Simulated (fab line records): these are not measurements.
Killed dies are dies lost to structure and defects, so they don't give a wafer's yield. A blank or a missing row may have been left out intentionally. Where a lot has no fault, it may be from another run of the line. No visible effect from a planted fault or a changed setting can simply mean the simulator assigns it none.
Matching of chambers || flow n5_finfet || N5_FIN_SAQP_MANDREL2_REMOVE_60 on rie_si-04: 4 sister chambers
The step chemistry HBr/Cl2/O2, target a-Si, stops on SiNx, bt time 10 s. 8 wafers are shown with their chamber, then 7 later ones without.

== WAFERS, EACH WITH ITS CHAMBER ==
{"wafer": "L074.4", "chamber": 0, "drypump_motor_current_A (A)": 6.4, "O2_flow_sccm (sccm)": 5.010}
{"wafer": "L078.1", "chamber": 2, "drypump_motor_current_A (A)": 6.1, "O2_flow_sccm (sccm)": 5.023}
{"wafer": "L078.5", "chamber": 2, "drypump_motor_current_A (A)": 6.1, "O2_flow_sccm (sccm)": 5.026}
{"wafer": "L080.4", "chamber": 3, "drypump_motor_current_A (A)": 5.8, "O2_flow_sccm (sccm)": 4.996}
{"wafer": "L080.5", "chamber": 1, "drypump_motor_current_A (A)": 5.1, "O2_flow_sccm (sccm)": 5.011}
{"wafer": "L080.6", "chamber": 0, "drypump_motor_current_A (A)": 6.4, "O2_flow_sccm (sccm)": 4.987}
{"wafer": "L083.1", "chamber": 1, "drypump_motor_current_A (A)": 5.1, "O2_flow_sccm (sccm)": 5.000}
{"wafer": "L083.3", "chamber": 3, "drypump_motor_current_A (A)": 5.9, "O2_flow_sccm (sccm)": 5.004}

== WAFERS MISSING THEIR CHAMBER ==
{"wafer": "L083.5", "drypump_motor_current_A (A)": 5.8, "O2_flow_sccm (sccm)": 4.997}
{"wafer": "L084.3", "drypump_motor_current_A (A)": 5.8, "O2_flow_sccm (sccm)": 4.979}
{"wafer": "L084.4", "drypump_motor_current_A (A)": 6.2, "O2_flow_sccm (sccm)": 5.009}
{"wafer": "L084.5", "drypump_motor_current_A (A)": 6.4, "O2_flow_sccm (sccm)": 5.012}
{"wafer": "L085.1", "drypump_motor_current_A (A)": 5.9, "O2_flow_sccm (sccm)": 5.011}
{"wafer": "L085.4", "drypump_motor_current_A (A)": 6.4, "O2_flow_sccm (sccm)": 5.004}
{"wafer": "L085.5", "drypump_motor_current_A (A)": 6.4, "O2_flow_sccm (sccm)": 5.003}

== CHAMBER TAKEN BY EACH ==
{"wafer": "L083.5", "from the rows above": 3, "in truth": 3}
{"wafer": "L084.3", "from the rows above": 3, "in truth": 3}
{"wafer": "L084.4", "from the rows above": 2, "in truth": 2}
{"wafer": "L084.5", "from the rows above": 0, "in truth": 0}
{"wafer": "L085.1", "from the rows above": 3, "in truth": 3}
{"wafer": "L085.4", "from the rows above": 0, "in truth": 0}
{"wafer": "L085.5", "from the rows above": 0, "in truth": 0}
Placed correctly: 7 of 7. Can't be placed from these rows: 0. Wrongly placed: 0.
How it was worked out, from the rows above alone: a wafer's distance from a chamber is the root of the sum, over the readings, of the square of ((its reading less the chamber's mean) divided by the reading's scatter). If the next closest chamber is less than 2 further off than the closest, the wafer can't be placed; otherwise it belongs to the closest. For every chamber, the mean is computed from those of its wafers that are shown. The scatter: take each reading less its chamber's mean, square it, sum over the shown wafers, divide by the number of wafers less the number of chambers, and take the root.
